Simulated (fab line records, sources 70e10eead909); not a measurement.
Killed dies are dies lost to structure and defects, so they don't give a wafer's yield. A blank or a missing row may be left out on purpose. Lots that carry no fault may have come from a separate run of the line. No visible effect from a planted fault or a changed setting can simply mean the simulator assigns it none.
A lot that was struck, set against a sound lot ; flow nand-harc ; 36 steps out of a route of 1159
Sound: these wafers, L461.2, L461.3, L461.4. The struck wafers were L472.2, L472.4, L472.6. At the end, the cause is stated.
At each step with rows: each side's tool, then ch and its chambers, then its first start. Under that, the readings that differ: sound wafers ; struck wafers ; difference of the means ; sigmas: that difference in standard deviations of wafers without a fault.
alike: readings whose means differ by less than 2 such deviations, and words and numbers that are the same on both sides. not compared: withheld readings, readings that some wafer has no value for, bounds like >300 that may hide the same value, and numbers for which the record gives no deviation and whose values overlap.
A row with sigmas, a row that says differs or no value, or rows on one side alone: a step with any of these is where the two part. Numbers that don't overlap but have no deviation are shown without sigmas and don't part them. A reading that every wafer of one side lacks parts them only if that side has two wafers or more.

NHARC_A_SLIT_ETCH_29: etches the open film in CF4/O2, target depth 100 nm, overetch 10 nm, time 55 s.
  sound on rie-diel-07 ch 1,2, day 15 18:11; struck on rie-diel-12 ch 1,3, day 18 15:01
  alike: drypump-motor-current-A, oes-product-au, rf-vpp-V, showerhead-plenum-p-Torr, throttle-valve-pct
  not compared: rf-hours-counter-h
then, 3 steps without rows for these wafers: NHARC_A_SLIT_STRIP_18 (strips in O2); NHARC_A_SLIT_PRECLEAN_19 (cleans in SC1); NHARC_A_SLIT_SRD_20.
NHARC_A_SLIT_CD_MEAS_21:
  struck on cd-sem-01, day 18 15:33; sound on cd-sem-01, day 15 18:47
  alike: cd-nm
then, 3 steps without rows for these wafers: NHARC_A_SIN_REMOVE_WET_00 (chemistry H3PO4, time 15300 s); NHARC_A_SIN_REMOVE_PRECLEAN_01 (cleans in SC1); NHARC_A_SIN_REMOVE_SRD_02.
NHARC_A_SIN_REMOVE_INSPECT_04:
  struck on defect-inspect-01, day 18 23:13; sound on defect-inspect-01, day 16 02:10
  alike: raw-defect-count
then, 2 steps without rows for these wafers: NHARC_A_WL_FILL_ALD_00 (deposits Al2O3, target thk 3 nm, pulse time 3 s, ald cycles 30); NHARC_A_WL_FILL_RTA_01 (time 5 s).
NHARC_A_WL_FILL_ALD_02: deposits TiN, target thk 2 nm, pulse time 3 s, ald cycles 100.
  sound on ald-metal-02 ch 0,1, day 16 02:43; struck on ald-metal-02 ch 0,3, day 18 23:50
  alike: heater-power-outer-w, heater-power-w, precursor-pulse-height-rel
then, 15 steps without rows for these wafers: NHARC_A_WL_FILL_CVD_03 (deposits W, target thk 40 nm, time 3302 s); NHARC_A_WL_FILL_ETCHBACK_04 (etches the open film in NF3, target depth 60 nm, time 120 s); NHARC_A_WL_FILL_ETCHBACK_05 (etches the open film in Cl2/BCl3, target depth 22 nm, time 60 s); NHARC_A_WL_FILL_STRIP_27 (strips in N2/H2, time 20 s); NHARC_A_WL_FILL_STRIP_28 (strips in post etch residue remover, time 1200 s); NHARC_A_WL_FILL_PRECLEAN_06 (cleans in DIW, time 300 s); NHARC_A_WL_FILL_SRD_07; NHARC_A_WL_FILL_ANNEAL_08 (time 1800 s); NHARC_A_WL_FILL_ALD_10 (deposits SiO2, target thk 50 nm, pulse time 10 s, ald cycles 500); NHARC_A_WL_FILL_ETCHBACK_16 (etches the open film in C4F8/O2/Ar, target depth 88 nm, time 17.6 s); NHARC_A_WL_FILL_STRIP_29 (strips in O2, time 20 s); NHARC_A_WL_FILL_ETCHBACK_17 (etches the open film in Cl2/BCl3, target depth 4 nm, time 26.7 s); NHARC_A_WL_FILL_PRECLEAN_18 (cleans in dHF, time 30 s); NHARC_A_WL_FILL_SRD_21; NHARC_A_WL_FILL_CVD_23 (deposits poly-Si, target thk 40 nm, time 800 s).
NHARC_A_WL_FILL_ETCHBACK_26: etches the open film in HBr, target depth 52 nm, time 13.3 s.
  sound on rie-si-03 ch 0,1,3, day 17 08:01; struck on rie-si-03 ch 1,2,3, day 19 21:50
  alike: drypump-motor-current-A, oes-product-au, throttle-valve-pct
  not compared: rf-hours-counter-h
then, 2 steps without rows for these wafers: NHARC_A_WL_FILL_PRECLEAN_30 (cleans in dHF, time 10 s); NHARC_A_WL_FILL_SRD_14.
NHARC_A_WL_FILL_ALD_19: deposits TiN, target thk 2 nm, pulse time 3 s, ald cycles 100.
  sound on ald-metal-02 ch 1,2,3, day 17 08:17; struck on ald-metal-04 ch 0,3, day 19 22:06
  alike: heater-power-outer-w, heater-power-w, precursor-pulse-height-rel
then, 1 step without rows for these wafers: NHARC_A_WL_FILL_CVD_20 (deposits W, target thk 75 nm, time 5064 s).
NHARC_A_WL_FILL_CMP_12: polishes, t overpolish 30 s, target thk 75 nm.
  sound on cmp-03 ch 1,2,3, day 17 17:42; struck on cmp-04 ch 0,2, day 20 03:22
  alike: motor-current-A, overpolish-run-s, time-to-endpoint-s
next, for these wafers, 1 step has no rows: NHARC_A_WL_FILL_SRD_31.
NHARC_A_CONTACT_DEP_24: deposits SiO2, target thk 500 nm.
  sound on pecvd-04 ch 0,1,2, day 17 18:23; struck on pecvd-01 ch 1,2, day 20 04:06
reading;sound;struck;difference;sigmas
throttle-valve-pct (%);15.4 15.7 15.1;16.4 16.4 16.6;+1.1;+2
  alike: flow-sccm, heater-power-outer-w, heater-power-w
-- the record jumps here: 4 days lie between the struck wafers' starts before and after (it left off in module A_CONTACT and takes up again in module END, whose first step shown is number 1159 of the route) --
NHARC_END_SORT_01:
  here the record holds rows for the struck wafers (prober-01 ch 0, day 23 21:02) but none for the sound ones

== WHERE THEY PART ==
At NHARC_A_CONTACT_DEP_24 first; at NHARC_END_SORT_01 last (within this record only).

WHY: what the simulator had put in
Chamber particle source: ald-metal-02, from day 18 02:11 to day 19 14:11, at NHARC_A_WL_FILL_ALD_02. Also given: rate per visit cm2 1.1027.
